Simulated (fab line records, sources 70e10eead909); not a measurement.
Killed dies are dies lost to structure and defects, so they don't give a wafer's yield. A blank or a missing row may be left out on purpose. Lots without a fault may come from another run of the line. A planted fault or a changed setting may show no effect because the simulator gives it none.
Chamber matching | flow nand_harc | NHARC_A_CONTACT_DEP_29 on pecvd-01: 3 sister chambers
The step deposits SiON, target thk 100 nm. 18 wafers are shown with their chamber, then 9 later ones without.

WAFERS WITH THEIR CHAMBER
wafer  | chamber | heater_power_w (W)
L077.2 | 2       | 676
L077.3 | 1       | 733
L077.6 | 2       | 699
L080.3 | 1       | 703
L080.4 | 1       | 742
L080.5 | 0       | 727
L084.3 | 2       | 703
L084.4 | 0       | 739
L084.6 | 1       | 741
L085.3 | 0       | 663
L085.5 | 2       | 645
L085.6 | 0       | 694
L088.2 | 1       | 746
L088.3 | 2       | 734
L088.5 | 2       | 728
L087.2 | 1       | 613
L087.5 | 2       | 755
L087.6 | 1       | 641

SIGNATURES (means of the wafers above)
reading        | chamber 0 | chamber 1 | chamber 2 | scatter within a chamber
heater_power_w | 705.75    | 702.71    | 705.71    | 44.4
Rule: a wafer's distance from a chamber is the root of the sum, over the readings, of the square of ((its reading less the chamber's mean) divided by the reading's scatter). The wafer belongs to the nearest chamber; if the next one is less than 2 further off, it can't be placed. The scatter: the root of (the sum of the squares of (reading less its chamber's mean) over the shown wafers, divided by (wafers less chambers)).

WAFERS WITHOUT THEIR CHAMBER
wafer  | heater_power_w (W)
L091.2 | 763
L091.4 | 735
L091.5 | 768
L095.2 | 707
L095.4 | 677
L095.5 | 714
L097.2 | 720
L097.4 | 733
L097.6 | 664

WHICH CHAMBER EACH WENT THROUGH
wafer  | from the rows above          | in truth
L091.2 | can't be placed: 0 or 2 or 1 | 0
L091.4 | can't be placed: 0 or 2 or 1 | 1
L091.5 | can't be placed: 0 or 2 or 1 | 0
L095.2 | can't be placed: 0 or 2 or 1 | 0
L095.4 | can't be placed: 1 or 2 or 0 | 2
L095.5 | can't be placed: 0 or 2 or 1 | 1
L097.2 | can't be placed: 0 or 2 or 1 | 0
L097.4 | can't be placed: 0 or 2 or 1 | 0
L097.6 | can't be placed: 1 or 2 or 0 | 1
Placed correctly: 0 of 9. Can't be placed from these rows: 9 (the true chamber is among the candidates in 9). Placed wrongly: 0.
